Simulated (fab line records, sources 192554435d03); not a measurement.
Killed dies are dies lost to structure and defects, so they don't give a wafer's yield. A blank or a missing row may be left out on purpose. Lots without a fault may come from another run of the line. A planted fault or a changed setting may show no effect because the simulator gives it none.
Chamber matching | flow n5_finfet | N5_SD_EPI_P_DESCUM_14 on rie_diel-04: 4 sister chambers
The step chemistry O2, time 7.9 s. 4 wafers are shown with their chamber, then 9 later ones without.

WAFERS WITH THEIR CHAMBER
wafer  | chamber | drypump_motor_current_A (A)
L084.2 | 3       | 5.7
L084.3 | 0       | 5.1
L089.1 | 1       | 5.8
L089.6 | 2       | 5.6

WAFERS WITHOUT THEIR CHAMBER
wafer  | drypump_motor_current_A (A)
L091.2 | 5.6
L091.3 | 5.0
L091.6 | 5.7
L092.1 | 5.7
L092.2 | 5.6
L092.5 | 5.1
L093.1 | 5.1
L093.2 | 5.6
L093.5 | 5.5

WHICH CHAMBER EACH WENT THROUGH
wafer  | from the rows above | in truth
L091.2 | 2                   | 2
L091.3 | 0                   | 0
L091.6 | 3                   | 3
L092.1 | 3                   | 3
L092.2 | 2                   | 2
L092.5 | 0                   | 0
L093.1 | 0                   | 0
L093.2 | 2                   | 2
L093.5 | 2                   | 2
Placed correctly: 9 of 9. Can't be placed from these rows: 0. Placed wrongly: 0.
How it was worked out, from the rows above alone: a wafer's distance from a chamber is the root of the sum, over the readings, of the square of ((its reading less the chamber's mean) divided by the reading's scatter). The wafer belongs to the nearest chamber; if the next one is less than 2 further off, it can't be placed. A chamber's mean is the mean of its shown wafers. The scatter: with one shown wafer a chamber, the root of the mean of the squares of how far each hidden wafer lies from its nearest shown one.
